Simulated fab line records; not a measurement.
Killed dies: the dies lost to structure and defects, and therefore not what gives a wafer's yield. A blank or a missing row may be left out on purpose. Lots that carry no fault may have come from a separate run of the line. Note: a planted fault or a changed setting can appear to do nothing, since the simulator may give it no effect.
fab line records    flow nand-harc
record lots=15  wafers=45  last-day=33
route steps=1302 shown P_M0@273 P_M1@292
lots that met no fault: taken from a fault-free run of the same line
start-h: hours from the record's opening day to when the first of the lot's shown wafers began    wait-h: hours elapsed since this lot's preceding step    " as in the row above    L1.1+2: a row that stands for several wafers    - no value, or no start given    * or withheld: withheld    < > ~ a bound
route shown NAME@n: NAME is a module with steps in the file, n the number in the route of the first one    usual: the fault-free wafers' mean and standard deviation    same: alike in all rows    chamber/n: place in a boat    sites: per-site readings    _std_site: the values' standard deviation    _edge_site: mean of outer sites minus mean of inner sites    radius-mm: how far each site lies from the wafer's centre    mask NAME#n: copy n    behind: tool/chamber where the wafer was last shaped    hold: why the lot went on hold/how many hours it stayed there/how the hold came to an end    device: the transistor (n, p or np) that didn't switch    end of line: tests of these same wafers at the route's end    where a step has no rows: the recipe by itself    killed: the dies lost at the first sort to structure and to defects; this is not the yield of the wafer    map: shows each die of a wafer: x if killed, . if not, _ if none is there
set.NAME: the setting as run; set.NAME@STEP: as run at that earlier step    model.NAME: the simulator's own value behind a step, which no gauge read
a sample of lots followed through the steps of the route, with each step as a table and each wafer as a row
services: when a tool's chamber went out of use (start-h, in hours from the record's first day, below 0 if earlier), for how many hours, and the reason
## steps
# step NHARC_P_M0_PRE_CLEAN_29
# recipe time-s=30  temp-c=280  gas=H2/He
# usual heater-power-w=401/32
lot.wafer  tool            chamber  start-h  wait-h  heater-power-w
L754.4     pvd-sputter-01  -        -        -       408
L754.1     "               -        "        "       338
L754.2     "               -        "        "       383
L755.1     pvd-sputter-02  -        -        -       427
L755.3     "               -        "        "       382
L755.4     "               -        "        "       375
L756.3     pvd-sputter-01  -        -        -       340
L756.4     "               -        "        "       382
L756.2     "               -        "        "       400
L757.1     pvd-sputter-02  -        -        -       443
L757.5     "               -        "        "       370
L757.6     "               -        "        "       446
L758.3     pvd-sputter-03  -        -        -       396
L758.4     "               -        "        "       454
L758.2     "               -        "        "       432
L759.3     pvd-sputter-01  -        -        -       427
L759.5     "               -        "        "       401
L759.6     "               -        "        "       423
L760.1     pvd-sputter-01  -        -        -       396
L760.2     "               -        "        "       381
L760.5     "               -        "        "       402
L761.3     pvd-sputter-02  -        -        -       387
L761.4     "               -        "        "       367
L761.5     "               -        "        "       437
L763.4     pvd-sputter-01  -        -        -       400
L763.1     "               -        "        "       337
L763.5     "               -        "        "       380
L764.3     pvd-sputter-02  -        -        -       365
L764.2     "               -        "        "       384
L764.6     "               -        "        "       388
L765.3     pvd-sputter-03  -        -        -       415
L765.1     "               -        "        "       356
L765.6     "               -        "        "       431
L772.4     pvd-sputter-03  -        -        -       421
L772.3     "               -        "        "       426
L772.5     "               -        "        "       351
L771.3     pvd-sputter-01  -        -        -       380
L771.2     "               -        "        "       436
L771.6     "               -        "        "       421
L774.4     pvd-sputter-02  -        -        -       449
L774.3     "               -        "        "       436
L774.1     "               -        "        "       382
L777.4     pvd-sputter-02  -        -        -       368
L777.3     "               -        "        "       372
L777.2     "               -        "        "       426
# step NHARC_P_M0_DEP_32
# recipe target-thk-a=300  temp-c=370  target-thk-nm=30  pressure-torr=3  flow-sccm=200  rf-w=450  material=SiCN
# usual heater-power-w=584/68
lot.wafer  tool      chamber  start-h  wait-h  heater-power-w
L754.2     pecvd-02  0        124.26   0.1     637
L754.1     "         1        "        "       530
L754.4     "         1        "        "       523
L755.3     pecvd-02  2        136.39   0.1     567
L755.1     "         0        "        "       542
L755.4     "         0        "        "       542
L756.3     pecvd-04  1        146.09   0.1     653
L756.2     "         0        "        "       644
L756.4     "         2        "        "       560
L757.1     pecvd-02  2        158.99   0.1     654
L757.5     "         1        "        "       564
L757.6     "         2        "        "       524
L758.3     pecvd-02  0        163.02   0.1     576
L758.2     "         2        "        "       578
L758.4     "         0        "        "       593
L759.3     pecvd-02  0        179.04   0.1     579
L759.6     "         1        "        "       534
L759.5     "         0        "        "       585
L760.1     pecvd-02  2        180.12   0.1     610
L760.2     "         1        "        "       498
L760.5     "         1        "        "       489
L761.3     pecvd-04  0        195.78   0.1     632
L761.5     "         0        "        "       649
L761.4     "         1        "        "       687
L763.1     pecvd-01  2        212.26   0.1     673
L763.4     "         2        "        "       669
L763.5     "         0        "        "       598
L764.2     pecvd-02  0        219.58   0.1     651
L764.3     "         1        "        "       540
L764.6     "         2        "        "       568
L765.1     pecvd-04  0        237.29   0.1     680
L765.3     "         1        "        "       649
L765.6     "         1        "        "       659
L772.3     pecvd-01  1        302.53   0.1     446
L772.5     "         2        "        "       631
L772.4     "         1        "        "       452
L771.2     pecvd-02  0        309.40   0.1     598
L771.3     "         1        "        "       624
L771.6     "         1        "        "       622
L774.1     pecvd-02  0        325.25   0.1     510
L774.3     "         1        "        "       580
L774.4     "         1        "        "       582
L777.3     pecvd-02  1        351.74   0.1     589
L777.2     "         2        "        "       667
L777.4     "         0        "        "       560
# step NHARC_P_M1_EXPOSE_06
# recipe na=1.35  target-cd-nm=130  dose-mj=81.88  mask-id=P_M1
# usual exposure-dose-mJ-cm2=81.78/0.082  focus-offset-nm=0.0/0.49
lot.wafer  tool             chamber  start-h  wait-h  mask    exposure-dose-mJ-cm2  focus-offset-nm
L754.1     arfi-scanner-02  0        125.37   -       P_M1#0  81.90                 -0.9
L754.2     "                0        "        "       P_M1#0  81.85                 -0.5
L754.4     "                0        "        "       P_M1#0  81.83                 -1.4
L755.1     arfi-scanner-03  0        137.43   -       P_M1#0  81.79                 0.0
L755.3     "                0        "        "       P_M1#0  81.79                 0.0
L755.4     "                0        "        "       P_M1#0  81.72                 -0.9
L756.2     arfi-scanner-03  0        147.07   -       P_M1#0  81.78                 0.6
L756.3     "                0        "        "       P_M1#0  81.86                 0.7
L756.4     "                0        "        "       P_M1#0  81.75                 -0.6
L757.1     arfi-scanner-02  0        160.01   -       P_M1#0  81.90                 0.0
L757.5     "                0        "        "       P_M1#0  81.82                 -0.8
L757.6     "                0        "        "       P_M1#0  81.81                 0.4
L758.2     arfi-scanner-02  0        164.02   -       P_M1#0  81.78                 -0.3
L758.3     "                0        "        "       P_M1#0  81.77                 0.4
L758.4     "                0        "        "       P_M1#0  81.73                 0.3
L759.3     arfi-scanner-01  0        180.05   -       P_M1#0  81.77                 0.3
L759.5     "                0        "        "       P_M1#0  81.79                 -0.3
L759.6     "                0        "        "       P_M1#0  81.79                 0.6
L760.1     arfi-scanner-01  0        181.07   -       P_M1#0  81.80                 -0.7
L760.2     "                0        "        "       P_M1#0  81.89                 0.0
L760.5     "                0        "        "       P_M1#0  81.67                 0.0
L761.3     arfi-scanner-01  0        196.75   -       P_M1#0  81.69                 0.1
L761.4     "                0        "        "       P_M1#0  81.67                 0.2
L761.5     "                0        "        "       P_M1#0  81.61                 0.1
L763.1     arfi-scanner-02  0        213.36   -       P_M1#0  81.77                 0.2
L763.4     "                0        "        "       P_M1#0  81.76                 0.3
L763.5     "                0        "        "       P_M1#0  81.95                 -0.1
L764.2     arfi-scanner-02  0        220.56   -       P_M1#0  81.90                 -0.1
L764.3     "                0        "        "       P_M1#0  81.67                 -0.4
L764.6     "                0        "        "       P_M1#0  81.79                 0.0
L765.1     arfi-scanner-01  0        238.35   -       P_M1#0  81.88                 0.2
L765.3     "                0        "        "       P_M1#0  81.72                 0.2
L765.6     "                0        "        "       P_M1#0  81.73                 1.1
L772.3     arfi-scanner-01  0        303.44   -       P_M1#0  107.90                0.3
L772.4     "                0        "        "       P_M1#0  107.80                0.0
L772.5     "                0        "        "       P_M1#0  107.78                -0.3
L771.2     arfi-scanner-01  0        310.35   -       P_M1#0  102.54                -0.4
L771.3     "                0        "        "       P_M1#0  102.57                -0.2
L771.6     "                0        "        "       P_M1#0  102.57                -0.2
L774.1     arfi-scanner-01  0        326.38   -       P_M1#0  99.71                 -0.1
L774.3     "                0        "        "       P_M1#0  99.70                 0.9
L774.4     "                0        "        "       P_M1#0  99.76                 -0.7
L777.2     arfi-scanner-02  0        352.96   -       P_M1#0  81.82                 0.3
L777.3     "                0        "        "       P_M1#0  81.68                 0.5
L777.4     "                0        "        "       P_M1#0  81.87                 0.5
# step NHARC_P_M1_CD_MEAS_09
# recipe target-cd-nm=130  landing-energy-ev=500
# usual cd-nm=130.2/0.67
lot.wafer  tool       chamber  start-h  wait-h  hold                      cd-nm
L754.1     cd-sem-01  0        125.51   -       -                         129.9
L754.2     "          0        "        "       -                         130.3
L754.4     "          0        "        "       -                         130.1
L755.1     cd-sem-03  0        137.57   -       -                         129.5
L755.3     "          0        "        "       -                         129.8
L755.4     "          0        "        "       -                         129.5
L756.2     cd-sem-03  0        147.21   -       -                         130.0
L756.3     "          0        "        "       -                         130.2
L756.4     "          0        "        "       -                         130.7
L757.1     cd-sem-01  0        160.16   -       -                         130.6
L757.5     "          0        "        "       -                         130.7
L757.6     "          0        "        "       -                         129.7
L758.2     cd-sem-03  0        164.15   -       -                         131.2
L758.3     "          0        "        "       -                         130.8
L758.4     "          0        "        "       -                         130.5
L759.3     cd-sem-01  0        180.19   -       -                         129.9
L759.5     "          0        "        "       -                         129.4
L759.6     "          0        "        "       -                         129.6
L760.1     cd-sem-01  0        181.21   -       -                         130.5
L760.2     "          0        "        "       -                         130.8
L760.5     "          0        "        "       -                         130.0
L761.3     cd-sem-02  0        196.88   -       -                         129.8
L761.4     "          0        "        "       -                         129.4
L761.5     "          0        "        "       -                         129.9
L763.1     cd-sem-03  0        213.50   -       -                         129.6
L763.4     "          0        "        "       -                         130.2
L763.5     "          0        "        "       -                         129.5
L764.2     cd-sem-02  0        220.70   -       -                         129.7
L764.3     "          0        "        "       -                         130.2
L764.6     "          0        "        "       -                         129.3
L765.1     cd-sem-03  0        238.49   -       -                         130.9
L765.3     "          0        "        "       -                         129.5
L765.6     "          0        "        "       -                         130.3
L772.3     cd-sem-01  0        303.57   -       await-dispo/0.2h/release  147.6
L772.4     "          0        "        "       await-dispo/0.2h/release  147.7
L772.5     "          0        "        "       await-dispo/0.2h/release  146.8
L772.3     cd-sem-01  0        -        -       -                         147.3
L772.4     "          0        "        "       -                         147.8
L772.5     "          0        "        "       -                         147.1
L771.2     cd-sem-02  0        310.49   -       await-dispo/0.2h/release  143.6
L771.3     "          0        "        "       await-dispo/0.2h/release  144.0
L771.6     "          0        "        "       await-dispo/0.2h/release  144.2
L771.2     cd-sem-02  0        -        -       -                         143.8
L771.3     "          0        "        "       -                         144.0
L771.6     "          0        "        "       -                         144.2
L774.1     cd-sem-03  0        326.52   -       await-dispo/0.2h/release  142.5
L774.3     "          0        "        "       await-dispo/0.2h/release  141.9
L774.4     "          0        "        "       await-dispo/0.2h/release  143.2
L774.1     cd-sem-03  0        -        -       -                         142.9
L774.3     "          0        "        "       -                         142.0
L774.4     "          0        "        "       -                         142.9
L777.2     cd-sem-03  0        353.09   -       -                         128.6
L777.3     "          0        "        "       -                         128.4
L777.4     "          0        "        "       -                         128.8
# step NHARC_P_M1_ETCH_15
# recipe target-depth-a=1825  time-s=91.2  c4f8-flow-sccm=withheld  ar-flow-sccm=400  rf-w=600  bias-w=300  chemistry=C4F8/Ar
# usual oes-product-au=0.959/0.024  rf-vpp-V=440.5/2.5
lot.wafer  tool         chamber  start-h  wait-h  oes-product-au  rf-hours-counter-h  rf-vpp-V
L754.4     rie-diel-02  2        -        -       0.958           25                  439.2
L754.2     "            3        "        "       0.966           24                  439.0
L754.1     "            0        "        "       0.970           24                  438.7
L755.3     rie-diel-07  0        -        -       0.982           0                   443.0
L755.4     "            2        "        "       0.981           0                   438.7
L755.1     "            3        "        "       0.963           0                   435.8
L756.2     rie-diel-04  1        -        -       0.938           8                   443.8
L756.4     "            2        "        "       0.932           8                   441.8
L756.3     "            0        "        "       0.897           8                   438.9
L757.1     rie-diel-04  2        -        -       0.924           8                   441.1
L757.5     "            1        "        "       0.936           -                   443.6
L757.6     "            2        "        "       0.926           -                   440.5
L758.3     rie-diel-04  2        -        -       0.921           8                   442.0
L758.4     "            0        "        "       0.898           9                   439.3
L758.2     "            1        "        "       0.942           8                   443.8
L759.3     rie-diel-07  0        -        -       0.975           5                   443.9
L759.6     "            3        "        "       0.967           -                   437.9
L759.5     "            0        "        "       0.978           -                   443.9
L760.2     rie-diel-07  2        -        -       0.963           5                   438.2
L760.1     "            0        "        "       0.994           6                   443.9
L760.5     "            3        "        "       0.981           -                   437.1
L761.4     rie-diel-07  3        -        -       0.972           6                   438.2
L761.3     "            0        "        "       0.985           7                   443.0
L761.5     "            3        "        "       0.976           -                   438.2
L763.4     rie-diel-07  1        -        -       0.975           7                   441.4
L763.1     "            3        "        "       0.994           7                   437.9
L763.5     "            1        "        "       0.979           -                   440.3
L764.3     rie-diel-07  3        -        -       0.986           7                   437.3
L764.2     "            0        "        "       0.977           8                   444.1
L764.6     "            1        "        "       0.970           -                   441.7
L765.1     rie-diel-04  3        -        -       0.971           4                   442.2
L765.3     "            2        "        "       0.974           5                   441.6
L765.6     "            3        "        "       0.972           -                   439.4
L771.3     rie-diel-02  3        -        -       0.999           19                  440.0
L771.2     "            2        "        "       0.964           22                  437.0
L771.6     "            0        "        "       0.966           -                   438.6
L772.4     rie-diel-02  1        -        -       0.958           20                  447.0
L772.3     "            2        "        "       0.960           21                  438.3
L772.5     "            2        "        "       0.954           -                   439.4
L774.1     rie-diel-04  0        -        -       0.912           9                   438.5
L774.4     "            1        "        "       0.941           10                  443.1
L774.3     "            2        "        "       0.928           11                  441.3
L777.4     rie-diel-04  0        -        -       0.945           11                  437.8
L777.2     "            1        "        "       0.987           12                  442.7
L777.3     "            2        "        "       0.993           13                  440.4
## services
tool             chamber  start-h  hours  kind
pvd-sputter-02   -        100.22   0.5    repair
pvd-sputter-02   -        104.06   10.0   pm
arfi-scanner-01  -        115.46   52.7   repair
rie-diel-07      -        117.41   9.0    pm
pvd-sputter-03   -        122.65   4.6    repair
arfi-scanner-02  -        138.19   5.7    repair
arfi-scanner-02  -        167.26   45.6   repair
rie-diel-04      -        177.90   9.0    pm
arfi-scanner-01  -        203.02   0.9    repair
arfi-scanner-01  -        211.67   0.2    repair
arfi-scanner-01  -        213.37   0.2    repair
pvd-sputter-02   -        214.05   1.7    repair
pvd-sputter-01   -        221.66   2.4    repair
pvd-sputter-01   -        226.00   10.0   pm
pecvd-02         -        227.18   13.0   pm
arfi-scanner-01  -        252.00   4.0    pm
rie-diel-07      1        265.50   10.0   repair
pvd-sputter-02   -        282.06   10.0   pm
arfi-scanner-02  -        283.21   0.7    repair
rie-diel-07      -        294.41   9.0    pm
pecvd-02         0        313.10   8.2    repair
arfi-scanner-02  -        315.86   4.0    pm
pvd-sputter-01   -        341.71   5.3    repair
arfi-scanner-01  -        346.45   0.4    repair
## key
first-sign step=NHARC_P_M1_EXPOSE_06  reading=exposure-dose-mJ-cm2  direction=up  sigmas=99+  usual=81.78  struck=103.37
effect step=NHARC_P_M1_CD_MEAS_09  reading=visit  direction=added  through=control-loop
effect step=NHARC_P_M1_CD_MEAS_09  reading=cd-nm  direction=up  sigmas=22  usual=130.2  struck=144.6  through=control-loop
met-at NHARC_P_M1_EXPOSE_06
struck-lots L771,L772,L774
sort-left-out L771.2,L771.3,L771.6,L772.3,L772.4,L772.5,L774.1,L774.3,L774.4
loop-trim step=NHARC_P_M1_EXPOSE_06  setting=dose  lots=L771,L774
not-acting-at NHARC_P_M0_PRE_CLEAN_29,NHARC_P_M0_DEP_32,NHARC_P_M1_ETCH_15
onset-between 238.35 303.44
fault kind=process-parameter-drift  tool=arfi-scanner-01  chamber=-  onset-h=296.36  steps=NHARC_P_M1_EXPOSE_06  channel=dose-mj  offset=25.993  shape=step  acts-in=these-recipes-only  stated=81.88
# sort-left-out: the simulated sort isn't trusted on such a fault, so these wafers' sort isn't shown, and their yield isn't known
# loop-trim: a control loop set the setting to another value than it would have without faults
